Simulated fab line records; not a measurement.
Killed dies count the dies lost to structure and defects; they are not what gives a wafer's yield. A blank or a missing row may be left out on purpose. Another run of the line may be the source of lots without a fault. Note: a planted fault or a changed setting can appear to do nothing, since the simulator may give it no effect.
The tool behind it: which one?	flow n5Finfet	Sampling: 10 lots, 30 wafers, 6 of 1938 route steps

## WHAT EACH GAUGE READ, for each wafer
N5_START_INSPECT_01: inspects for defects (unpatterned scan). Usual: rawDefectCount at 6.0, with a standard deviation of 2.7.
lot	measured	on	rawDefectCount	flag
L119	day 2 12:02	defectInspect-01	8 5 7	
L120	day 2 18:02	defectInspect-01	8 7 6	
L121	day 3 00:02	defectInspect-01	10 9 7	
L132	day 5 18:02	defectInspect-01	9 7 5	
L133	day 6 00:02	defectInspect-01	2 4 2	
L134	day 6 06:02	defectInspect-02	7 8 9	
L135	day 6 12:02	defectInspect-02	4 10 8	
L136	day 6 18:02	defectInspect-02	7 7 3	
L137	day 7 00:02	defectInspect-01	4 5 5	
L138	day 7 06:02	defectInspect-02	5 7 3	

N5_WELL_APT_CD_MEAS_08 targets a cd of 200 nm. Usual: cdNm at 199.9 nm, with a standard deviation of 1.2.
lot	measured	on	cdNm (nm)	flag
L119	day 2 13:49	cdSem-03	201.0 200.5 200.8	
L120	day 2 19:43	cdSem-03	196.4 194.6 200.6	
L121	day 3 01:36	cdSem-01	200.9 197.5 197.7	
L132	day 5 19:41	cdSem-01	200.0 201.1 200.6	
L133	day 6 01:44	cdSem-03	197.3 200.0 197.8	
L134	day 6 08:04	cdSem-02	198.8 199.6 199.2	
L135	day 6 13:52	cdSem-02	200.5 200.6 199.7	
L136	day 6 19:42	cdSem-01	200.2 200.2 200.3	
L137	day 7 01:56	cdSem-02	200.1 200.0 200.0	
L138	day 7 07:37	cdSem-01	200.3 200.4 199.6	

N5_WELL_APT_INSPECT_10: inspects for defects (macro). Usual: rawDefectCount at 2.0, with a standard deviation of 1.3.
lot	measured	on	rawDefectCount	flag
L119	day 2 13:52	defectInspect-02	4 1 4	
L120	day 2 19:46	defectInspect-02	1 3 3	
L121	day 3 01:39	defectInspect-02	2 1 4	
L132	day 5 19:44	defectInspect-01	4 1 3	
L133	day 6 01:47	defectInspect-01	1 2 1	
L134	day 6 08:07	defectInspect-01	4 1 1	
L135	day 6 13:55	defectInspect-02	1 1 1	
L136	day 6 19:45	defectInspect-02	3 4 4	
L137	day 7 01:59	defectInspect-01	4 3 3	
L138	day 7 07:40	defectInspect-02	4 1 2	

N5_BEOL_M4_RC_MEAS_101. Usual: DIBL_N 36.1 mV/V, standard deviation 1.3; DIBL_P 36.1 mV/V, standard deviation 1.7; IOFF_N 0.154 nA/um, standard deviation 0.022; IOFF_P 0.201 nA/um, standard deviation 0.024; ION_N 675 uA/um, standard deviation 8.9; ION_P 462 uA/um, standard deviation 5.9; SS_N 71.5 mV/dec, standard deviation 0.49; SS_P 73.3 mV/dec, standard deviation 0.58; VT_N 250.0 mV, standard deviation 2.7; VT_P -251.3 mV, standard deviation 2.7.
lot	measured	on	DIBL_N (mV/V)	DIBL_P (mV/V)	IOFF_N (nA/um)	IOFF_P (nA/um)	ION_N (uA/um)	ION_P (uA/um)	SS_N (mV/dec)	SS_P (mV/dec)	VT_N (mV)	VT_P (mV)	flag
L119	day 8 19:33	prober-01	36.1 35.2 34.5	37.1 35.6 35.4	0.179 0.158 0.144	0.224 0.199 0.200	685 682 669	463 461 465	71.1 71.2 71.1	73.4 73.2 73.5	247.2 248.8 252.7	-246.5 -250.6 -250.5	
L120	day 9 01:45	prober-01	35.5 35.4 35.1	35.7 34.5 34.4	0.139 0.133 0.133	0.213 0.200 0.200	673 656 663	460 459 461	72.1 71.7 71.3	73.3 72.9 72.8	251.8 253.1 249.9	-249.5 -248.3 -248.9	
L121	day 9 07:28	prober-01	35.3 35.0 35.2	36.2 35.3 35.5	0.149 0.136 0.145	0.205 0.181 0.195	684 676 682	467 468 468	71.1 70.5 70.8	72.6 72.9 73.2	248.5 251.2 248.5	-249.8 -249.1 -248.5	
L132	day 12 23:49	prober-02	36.5 36.1 35.8	37.5 37.5 37.1	0.156 0.160 0.146	0.221 0.216 0.205	674 676 665	468 470 464	71.2 72.1 72.0	73.8 72.7 72.9	251.3 251.1 253.0	-248.6 -247.2 -247.0	
L133	day 12 20:43	prober-02	36.0 36.6 34.9	36.7 36.9 35.4	0.141 0.141 0.122	0.183 0.189 0.162	668 667 659	455 456 453	70.9 71.6 70.7	73.6 73.5 72.5	250.3 252.9 253.9	-252.3 -256.0 -256.0	
L134	day 13 01:31	prober-01	35.4 34.2 36.5	35.5 33.2 36.5	0.150 0.120 0.167	0.197 0.163 0.208	676 666 680	465 456 468	71.8 71.3 72.3	72.6 72.9 73.0	249.4 252.3 248.5	-252.2 -252.5 -249.7	
L135	day 13 05:14	prober-02	38.8 38.5 36.1	38.7 38.0 35.9	0.206 0.195 0.144	0.234 0.228 0.182	693 696 675	465 471 458	72.0 71.5 71.0	74.5 74.8 73.2	246.4 247.9 250.5	-251.8 -251.2 -255.0	
L136	day 13 05:51	prober-01	36.3 36.2 37.9	37.0 36.7 38.0	0.169 0.165 0.194	0.199 0.196 0.216	683 672 690	464 453 465	71.6 71.1 71.3	73.0 73.2 73.8	247.2 248.2 245.6	-252.2 -250.7 -248.9	
L137	day 14 07:29	prober-02	38.7 37.4 36.1	39.5 38.0 36.4	0.196 0.174 0.147	0.268 0.247 0.211	696 681 670	478 470 464	72.4 72.2 71.9	73.9 73.6 73.0	244.5 245.3 251.1	-245.7 -248.8 -247.4	
L138	day 14 10:37	prober-01	35.0 35.0 35.9	35.5 36.1 36.4	0.129 0.136 0.141	0.156 0.168 0.169	667 678 677	456 460 462	71.1 71.8 72.3	73.3 72.9 73.3	251.5 249.9 250.5	-255.6 -253.4 -256.6	

## EACH LOT AND THE TOOL THAT RAN IT (in order: tool; ch and the chambers of the sampled wafers; start)
lot	N5_ZERO_LAYER_ETCH_17	N5_WELL_APT_PEB_06
L119	rieDiel-05 ch 0,1,2, day 2 12:43	lithoTrack-05 ch 0, day 2 13:42
L120	rieDiel-04 ch 1,2,3, day 2 18:53	lithoTrack-05 ch 0, day 2 19:37
L121	rieDiel-03 ch 0,1,3, day 3 00:46	lithoTrack-05 ch 0, day 3 01:29
L132	rieDiel-03 ch 0,1, day 5 18:43	lithoTrack-02 ch 0, day 5 19:34
L133	rieDiel-03 ch 1,3, day 6 00:46	lithoTrack-01 ch 0, day 6 01:37
L134	rieDiel-03 ch 0,3, day 6 07:05	lithoTrack-05 ch 0, day 6 07:56
L135	rieDiel-04 ch 0,1,3, day 6 13:02	lithoTrack-05 ch 0, day 6 13:45
L136	rieDiel-04 ch 1,2,3, day 6 18:52	lithoTrack-02 ch 0, day 6 19:35
L137	rieDiel-03 ch 0,1,3, day 7 01:05	lithoTrack-02 ch 0, day 7 01:49
L138	rieDiel-03 ch 0,1,3, day 7 06:47	lithoTrack-05 ch 0, day 7 07:30
- N5_ZERO_LAYER_ETCH_17: etches SiO2 in CF4, target depth 12 nm, time 13.3 s.
- N5_WELL_APT_PEB_06: peb time 90 s.

## AS READ BY THE TOOLS THEMSELVES (means over the sampled wafers that have a number; for cases with no such wafer, the mark the record gives instead)
N5_ZERO_LAYER_ETCH_17. Usual: drypumpMotorCurrentA 5.9 A, standard deviation 0.41; oesProductAu 0.80 a.u., standard deviation 0.076; rfVppV 951 V, standard deviation 3.6; showerheadPlenumPTorr 2.17 Torr, standard deviation 0.056; throttleValvePct 15.62 %, standard deviation 0.15.
lot	tool	drypumpMotorCurrentA (A)	oesProductAu (a.u.)	rfVppV (V)	showerheadPlenumPTorr (Torr)	throttleValvePct (%)	flag
L119	rieDiel-05	5.6	0.80	953	2.21	15.73	
L120	rieDiel-04	6.4	0.76	949	2.15	15.62	
L121	rieDiel-03	6.0	0.73	949	2.13	15.74	
L132	rieDiel-03	6.1	0.87	946	2.11	15.49	
L133	rieDiel-03	5.7	0.78	948	2.11	15.63	
L134	rieDiel-03	5.9	0.72	948	2.12	15.74	
L135	rieDiel-04	6.0	0.79	951	2.18	15.60	
L136	rieDiel-04	6.4	0.74	948	2.14	15.66	
L137	rieDiel-03	6.0	0.78	947	2.11	15.63	
L138	rieDiel-03	6.0	0.78	948	2.11	15.64	

N5_WELL_APT_PEB_06. Usual: heaterPowerTotalW at 172.4 W, with a standard deviation of 0.85.
lot	tool	heaterPowerTotalW (W)	flag
L119	lithoTrack-05	172.8	
L120	lithoTrack-05	179.4	OFF
L121	lithoTrack-05	180.6	OFF
L132	lithoTrack-02	172.1	
L133	lithoTrack-01	171.9	
L134	lithoTrack-05	172.1	
L135	lithoTrack-05	173.1	
L136	lithoTrack-02	171.6	
L137	lithoTrack-02	172.5	
L138	lithoTrack-05	171.5	

## THE ANSWER, worked out from the rows above alone
Rule: lot off if the mean of its wafers having a number is beyond 3 standard deviations from the usual mean. Also off: a lot with no number at a reading for which 4 or more lots have one. Where the step has rows for the other lots, those lots are counted as sound. Order of review: gauges by route order, followed by the tools' own readings, for which a lot's mean as printed above is used. At the first step where some lot is off, the reading lying furthest off is the one used; lots without a number count as furthest.
Off at N5_WELL_APT_PEB_06 (heaterPowerTotalW): L120, L121.
A tool fits if, at that step or a process step before it, it ran every lot that is off, and no sound lot after the first of them. Of those tried, none fits.

## WHAT THE SIMULATOR HAD PUT IN
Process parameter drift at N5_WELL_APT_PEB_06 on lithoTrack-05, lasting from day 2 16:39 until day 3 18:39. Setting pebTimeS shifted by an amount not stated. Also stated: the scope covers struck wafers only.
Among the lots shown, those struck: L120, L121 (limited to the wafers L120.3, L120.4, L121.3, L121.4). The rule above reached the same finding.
